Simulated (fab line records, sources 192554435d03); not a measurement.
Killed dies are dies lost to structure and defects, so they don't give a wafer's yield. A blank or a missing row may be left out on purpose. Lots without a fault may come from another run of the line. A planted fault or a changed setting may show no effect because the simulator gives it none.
A struck lot beside a sound one | flow n5_finfet | 16 steps out of a route of 1938
Sound: wafers L640.2, L640.4, L640.6. Struck: wafer L648.6. (L648.2, L648.4 of the same lot were not struck and are left out.) The cause comes at the end.
At each step with rows: each side's tool, then ch and its chambers, then its first start. Under that, the readings that differ: sound wafers | struck wafers | difference of the means | sigmas: that difference in standard deviations of wafers without a fault.
alike: readings whose means differ by less than 2 such deviations, and words and numbers that are the same on both sides. not compared: withheld readings, readings that some wafer has no value for, bounds like >300 that may hide the same value, and numbers for which the record gives no deviation and whose values overlap.
The two part at a step that has a row with sigmas, a row that says differs or no value, or rows on one side only. Numbers that don't overlap but have no deviation are shown without sigmas and don't part them. A reading that every wafer of one side lacks parts them only if that side has two wafers or more.

first, 1 step without rows for these wafers: N5_BEOL_M4_DEVELOP_27 (develop time 30 s).
N5_BEOL_M4_CD_MEAS_28: target cd 26.2 nm, target cd y 24.1 nm.
  sound on cd_sem-02 ch 0, day 7 16:47; struck on cd_sem-03 ch 0, day 10 04:41
  alike: cd_nm
N5_BEOL_M4_OVL_MEAS_29:
  sound on overlay-02 ch 0, day 7 16:49; struck on overlay-01 ch 0, day 10 04:43
  alike: V3_OVL
N5_BEOL_M4_INSPECT_30: inspects for defects (brightfield).
  sound on defect_inspect-02, day 7 16:52; struck on defect_inspect-02, day 10 04:47
  alike: raw_defect_count
N5_BEOL_M4_DESCUM_33: chemistry O2, time 7 s.
  sound on rie_diel-02 ch 2,3, day 7 16:54; struck on rie_diel-02 ch 3, day 10 05:32
  alike: drypump_motor_current_A, oes_product_au, rf_vpp_V, showerhead_plenum_p_Torr, throttle_valve_pct
  not compared: rf_hours_counter_h
N5_BEOL_M4_ETCH_77: etches underlayer in N2/H2, target depth 6.5 nm, time 5.2 s.
  sound on rie_diel-02 ch 2,3, day 7 16:56; struck on rie_diel-02 ch 3, day 10 05:34
  reading             | sound             | struck | difference | sigmas
  h2_flow_sccm (sccm) | 198.9 199.8 200.9 | 198.6  | -1.3       | -2
  alike: drypump_motor_current_A, etch_rf_on_time_s, oes_product_au, rf_fwd_power_W, rf_vpp_V, showerhead_plenum_p_Torr, throttle_valve_pct
  not compared: rf_hours_counter_h
then, 1 step without rows for these wafers: N5_BEOL_M4_ETCH_69 (etches SiARC in CF4, target depth 15.6 nm, time 26 s).
N5_BEOL_M4_ALD_98: deposits SiO2, target thk 2.5 nm, pulse time 1 s, co reactant pulse time 1 s.
  sound on ald_sin-02 ch 0,3, day 7 17:29; struck on ald_sin-03 ch 3, day 10 05:55
  alike: heater_power_w, precursor_pulse_height_rel
N5_BEOL_M4_ETCHBACK_99: etches SiO2 in CHF3, target depth 5 nm, time 10.4 s.
  sound on rie_diel-05 ch 0,3, day 8 05:38; struck on rie_diel-05 ch 1, day 10 06:13
  alike: drypump_motor_current_A, oes_product_au, rf_vpp_V, showerhead_plenum_p_Torr, throttle_valve_pct
  not compared: rf_hours_counter_h
N5_BEOL_M4_ETCH_70: etches SOC in N2/H2, target depth 80 nm, overetch 24 nm, time 130 s.
  sound on rie_diel-05 ch 0,3, day 8 05:40; struck on rie_diel-05 ch 1, day 10 06:14
  reading             | sound             | struck | difference | sigmas
  h2_flow_sccm (sccm) | 200.1 199.8 200.2 | 201.4  | +1.4       | +2
  rf_fwd_power_W (W)  | 831.4 831.4 836.3 | 839.0  | +6.0       | +2
  alike: drypump_motor_current_A, oes_product_au, rf_vpp_V, showerhead_plenum_p_Torr, throttle_valve_pct
  not compared: rf_hours_counter_h
then, 2 steps without rows for these wafers: N5_BEOL_M4_STRIP_71 (strips in N2/H2); N5_BEOL_M4_STRIP_78 (strips in N2/H2).
N5_BEOL_M4_VIA_ETCH_34: etches the open film in C4F6/O2, target depth 69.4 nm, time 65.9 s.
  sound on rie_diel-05 ch 0,3, day 8 05:46; struck on rie_diel-05 ch 1, day 10 06:21
  reading                                  | sound             | struck | difference | sigmas
  oes_f_703_au (a.u.)                      | 0.69 0.78 0.78    | 1.15   | +0.40      | +5
  oes_o_777_au (a.u.)                      | 0.69 0.78 0.77    | 1.15   | +0.40      | +5
  oes_product_au (a.u.)                    | 0.68 0.80 0.79    | 0.93   | +0.17      | +2
  rf_fwd_power_W (W)                       | 346.6 346.9 348.5 | 429.8  | +82.5      | +75
  rf_vpp_V (V)                             | 667 653 654       | 584    | -74        | -5
  throttle_valve_pct (%)                   | 30.9 30.8 30.8    | 29.9   | -0.9       | -3
  model.etch.depth_nm (nm)                 | 66.68 67.12 66.75 | 75.09  | +8.24      |
  model.SOC_of_BEOL_M4_COAT_67.thk_nm (nm) | 52 52 52          | 51     | -1         |
  alike: drypump_motor_current_A, showerhead_plenum_p_Torr
  not compared: rf_hours_counter_h
then, 1 step without rows for these wafers: N5_BEOL_M4_STRIP_83 (strips in C4F6/O2).
N5_BEOL_M4_RC_MEAS_101:
  sound on prober-02 ch 0, day 8 10:31; struck on prober-02 ch 0, day 10 10:25
  reading   | sound       | struck | difference | sigmas
  VT_N (mV) | 242 242 250 | 252    | +7         | +2
  alike: DIBL_N, DIBL_P, IOFF_N, IOFF_P, ION_N, ION_P, SS_N, SS_P, VT_P
then, 1 step without rows for these wafers: N5_PASSIVATION_PROBE_49.

WHERE THEY PART
First at N5_BEOL_M4_ETCH_77; last, within this record, at N5_BEOL_M4_RC_MEAS_101.

WHY: what the simulator had put in
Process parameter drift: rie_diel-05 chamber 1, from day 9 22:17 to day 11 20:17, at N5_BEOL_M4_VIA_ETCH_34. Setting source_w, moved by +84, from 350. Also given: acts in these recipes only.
